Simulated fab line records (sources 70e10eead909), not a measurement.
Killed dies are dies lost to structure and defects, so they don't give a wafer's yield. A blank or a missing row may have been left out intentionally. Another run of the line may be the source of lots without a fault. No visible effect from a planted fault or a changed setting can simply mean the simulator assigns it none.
A struck lot beside a sound one + flow nand-harc + 13 steps out of a route of 1302
Sound: these wafers, L627.2, L627.3, L627.6. The struck wafers were L618.2, L618.3, L618.5. The cause is given at the end.
Order at every step that has rows: each side's tool, ch and its chambers, its first start. Under that, the readings that differ: sound wafers + struck wafers + difference of the means + sigmas: that difference in standard deviations of wafers without a fault.
alike: readings with means less than 2 such deviations apart, plus words and numbers identical on both sides. not compared: withheld readings, readings lacking a value on some wafer, bounds such as >300 that could conceal the same value, and numbers that have no deviation in the record and whose values overlap.
The two part at a step that has a row with sigmas, a row that says differs or no value, or rows on one side only. When numbers do not overlap yet have no deviation, they are printed without sigmas and do not part them. A reading missing from all wafers of one side parts the sides only when that side holds two or more wafers.

NHARC_P_CONTACT_DEP_00: deposits SiO2, target thk 500 nm.
  sound: pecvd-01 ch 0,1; struck: pecvd-01 ch 0,1,2
  alike: heater-power-outer-w, heater-power-w, susceptor-temp-C, throttle-valve-pct
NHARC_P_CONTACT_CMP_01: polishes SiO2, target thk 200 nm.
  sound on cmp-03 ch 1,2,3, day 13 04:42; struck on cmp-03 ch 2,3, day 9 03:59
  alike: motor-current-A
then, 9 steps without rows for these wafers: NHARC_P_CONTACT_SRD_03; NHARC_P_CONTACT_DEHYDRATE_04 (time 120 s); NHARC_P_CONTACT_HMDS_05 (time 30 s); NHARC_P_CONTACT_COAT_33 (time 75 s); NHARC_P_CONTACT_COAT_34 (time 65 s); NHARC_P_CONTACT_COAT_06 (resist thk 90 nm); NHARC_P_CONTACT_SOFTBAKE_07 (time 55 s); NHARC_P_CONTACT_EBR_08; NHARC_P_CONTACT_EXPOSE_09 (exposes mask P CA, target cd 90 nm).
NHARC_P_CONTACT_PEB_10: peb time 65 s.
  sound on litho-track-06 ch 0, day 13 05:27; struck on litho-track-04 ch 0, day 9 04:42
| reading                  | sound             | struck            | difference | sigmas |
|--------------------------|-------------------|-------------------|------------|--------|
| heater-power-total-W (W) | 156.8 157.0 156.5 | 149.9 148.9 149.4 | -7.4       | -18    |
| plate-temp-C (C)         | 99.74 99.73 99.76 | 96.65 96.55 96.50 | -3.18      | -24    |
then, 1 step without rows for these wafers: NHARC_P_CONTACT_DEVELOP_11 (develop time 35 s).

== WHERE THEY PART ==
Only at NHARC_P_CONTACT_PEB_10, as far as this record shows.

WHY: the cause the simulator had injected
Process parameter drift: litho-track-04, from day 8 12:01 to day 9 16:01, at NHARC_P_CONTACT_PEB_10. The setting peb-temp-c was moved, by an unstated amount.
